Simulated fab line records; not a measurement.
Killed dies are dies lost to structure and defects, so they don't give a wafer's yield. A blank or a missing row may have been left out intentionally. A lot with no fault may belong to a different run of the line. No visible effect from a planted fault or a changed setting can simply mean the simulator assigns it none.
Lot-split experiment || flow n5Finfet || route with 1938 steps; 7 lots, 21 wafers read

ON THE SPLIT
At N5_BEOL_M1_VIA_ETCH_34 (etches the open film in C4F6/O2, target depth 67.8 nm, time 64.4 s), the setting biasW was moved away from the recipe's 170 W on 11 of the 21 wafers read, by +8.4% to +16.8%. The other wafers ran this setting at the recipe's value.

Reading taken at the split's own step.

THE READING
rfVppV, in V, at N5_BEOL_M1_VIA_ETCH_34 (etches the open film in C4F6/O2, target depth 67.8 nm, time 64.4 s). Typical for fault-free wafers on this fab line: 664 V, with standard deviation 15 V.

{"wafer": "L079.3", "tool, chamber at the split": "rieDiel-03, 1", "biasW as run, W": 170, "against the recipe": "recipe", "rfVppV, V": 656, "against lot-mates on the recipe": "-"}
{"wafer": "L079.4", "tool, chamber at the split": "rieDiel-03, 2", "biasW as run, W": 170, "against the recipe": "recipe", "rfVppV, V": 652, "against lot-mates on the recipe": "-"}
{"wafer": "L079.6", "tool, chamber at the split": "rieDiel-03, 2", "biasW as run, W": 170, "against the recipe": "recipe", "rfVppV, V": 650, "against lot-mates on the recipe": "-"}
{"wafer": "L081.1", "tool, chamber at the split": "rieDiel-03, 1", "biasW as run, W": 170, "against the recipe": "recipe", "rfVppV, V": 656, "against lot-mates on the recipe": "-"}
{"wafer": "L081.2", "tool, chamber at the split": "rieDiel-03, 3", "biasW as run, W": 198.6, "against the recipe": "+16.8%", "rfVppV, V": 722, "against lot-mates on the recipe": "+66"}
{"wafer": "L081.4", "tool, chamber at the split": "rieDiel-03, 0", "biasW as run, W": 198.6, "against the recipe": "+16.8%", "rfVppV, V": 761, "against lot-mates on the recipe": "+105"}
{"wafer": "L088.1", "tool, chamber at the split": "rieDiel-02, 2", "biasW as run, W": 170, "against the recipe": "recipe", "rfVppV, V": 662, "against lot-mates on the recipe": "-"}
{"wafer": "L088.3", "tool, chamber at the split": "rieDiel-02, 0", "biasW as run, W": 184.2, "against the recipe": "+8.4%", "rfVppV, V": 715, "against lot-mates on the recipe": "+53"}
{"wafer": "L088.4", "tool, chamber at the split": "rieDiel-02, 3", "biasW as run, W": 184.2, "against the recipe": "+8.4%", "rfVppV, V": 719, "against lot-mates on the recipe": "+57"}
{"wafer": "L091.2", "tool, chamber at the split": "rieDiel-01, 3", "biasW as run, W": 186.7, "against the recipe": "+9.8%", "rfVppV, V": 697, "against lot-mates on the recipe": "+13"}
{"wafer": "L091.3", "tool, chamber at the split": "rieDiel-01, 0", "biasW as run, W": 170, "against the recipe": "recipe", "rfVppV, V": 684, "against lot-mates on the recipe": "-"}
{"wafer": "L091.5", "tool, chamber at the split": "rieDiel-01, 0", "biasW as run, W": 186.7, "against the recipe": "+9.8%", "rfVppV, V": 737, "against lot-mates on the recipe": "+53"}
{"wafer": "L094.3", "tool, chamber at the split": "rieDiel-02, 1", "biasW as run, W": 188.5, "against the recipe": "+10.9%", "rfVppV, V": 706, "against lot-mates on the recipe": "+46"}
{"wafer": "L094.4", "tool, chamber at the split": "rieDiel-02, 2", "biasW as run, W": 170, "against the recipe": "recipe", "rfVppV, V": 660, "against lot-mates on the recipe": "-"}
{"wafer": "L094.6", "tool, chamber at the split": "rieDiel-02, 0", "biasW as run, W": 188.5, "against the recipe": "+10.9%", "rfVppV, V": 728, "against lot-mates on the recipe": "+68"}
{"wafer": "L096.3", "tool, chamber at the split": "rieDiel-02, 3", "biasW as run, W": 170, "against the recipe": "recipe", "rfVppV, V": 674, "against lot-mates on the recipe": "-"}
{"wafer": "L096.4", "tool, chamber at the split": "rieDiel-02, 2", "biasW as run, W": 170, "against the recipe": "recipe", "rfVppV, V": 662, "against lot-mates on the recipe": "-"}
{"wafer": "L096.6", "tool, chamber at the split": "rieDiel-02, 0", "biasW as run, W": 170, "against the recipe": "recipe", "rfVppV, V": 672, "against lot-mates on the recipe": "-"}
{"wafer": "L095.2", "tool, chamber at the split": "rieDiel-03, 2", "biasW as run, W": 188.5, "against the recipe": "+10.9%", "rfVppV, V": 705, "against lot-mates on the recipe": "no lot-mate on the recipe"}
{"wafer": "L095.3", "tool, chamber at the split": "rieDiel-03, 3", "biasW as run, W": 188.5, "against the recipe": "+10.9%", "rfVppV, V": 691, "against lot-mates on the recipe": "no lot-mate on the recipe"}
{"wafer": "L095.6", "tool, chamber at the split": "rieDiel-03, 2", "biasW as run, W": 188.5, "against the recipe": "+10.9%", "rfVppV, V": 707, "against lot-mates on the recipe": "no lot-mate on the recipe"}

THE FIT
A straight line over all 21 wafers: rfVppV changes by +4.65 V for each +1% of biasW; r = +0.89; the points scatter about the line by 15 V.
The same after taking each lot's own level away (the mean of its wafers on the recipe; 18 wafers): +4.99 V for each +1%; r = +0.93; scatter 13 V.
Per that fit: largest biasW move, reading shift of 84 V.
Measured against the standard deviation above, the lots' own levels, which go from 652.7 to 684.0 V, span 2.1 times it.
Consequently the slope shifts little with the lot-to-lot level, the two slopes agreeing.
Check: +90.6 V against its lot-mates is what the line predicts for one of the wafers moved furthest among these (+16.8%) when that wafer is left out of the fit. It came out at +66 V against them.
Tool readings at the split's step, against how far the setting was moved: rfVppV r = +0.89.

THESE WAFERS: OTHER SPLITS
Other splits were also applied to these wafers ahead of the reading. Each is held against what the fit with the lots' levels taken away leaves over:
{"other split on the same wafers": "N5_SD_EPI_P_EPI_21 epiGrowthTimeS", "wafers away from the commonest value": 5, "r with rfVppV (lot level and that fit taken away)": -0.20}
{"other split on the same wafers": "N5_SD_ACTIVATION_LSA_01 tempC", "wafers away from the commonest value": 8, "r with rfVppV (lot level and that fit taken away)": -0.20}
{"other split on the same wafers": "N5_HKMG_FIN_ETCH_31 biasW", "wafers away from the commonest value": 7, "r with rfVppV (lot level and that fit taken away)": "+0.37"}
{"other split on the same wafers": "N5_HKMG_FIN_ETCH_32 biasW", "wafers away from the commonest value": 8, "r with rfVppV (lot level and that fit taken away)": "+0.42"}
{"other split on the same wafers": "N5_MOL_CONTACT_COAG_ETCH_105 biasW", "wafers away from the commonest value": 5, "r with rfVppV (lot level and that fit taken away)": "+0.27"}
{"other split on the same wafers": "N5_MOL_CONTACT_COAG_COAT_63 spinRpm", "wafers away from the commonest value": 7, "r with rfVppV (lot level and that fit taken away)": -0.13}
{"other split on the same wafers": "N5_MOL_CONTACT_COAG_VIA_ETCH_117 biasW", "wafers away from the commonest value": 9, "r with rfVppV (lot level and that fit taken away)": -0.04}
{"other split on the same wafers": "N5_MOL_CONTACT_COAG_CVD_140 targetThkA", "wafers away from the commonest value": 11, "r with rfVppV (lot level and that fit taken away)": "+0.34"}
{"other split on the same wafers": "N5_BEOL_M0_SAQP_ALD_48 aldCycles", "wafers away from the commonest value": 5, "r with rfVppV (lot level and that fit taken away)": -0.01}

FILE'S OWN FIT
rfVppV changes by +5.01 V for each +1% of biasW, r = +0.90.
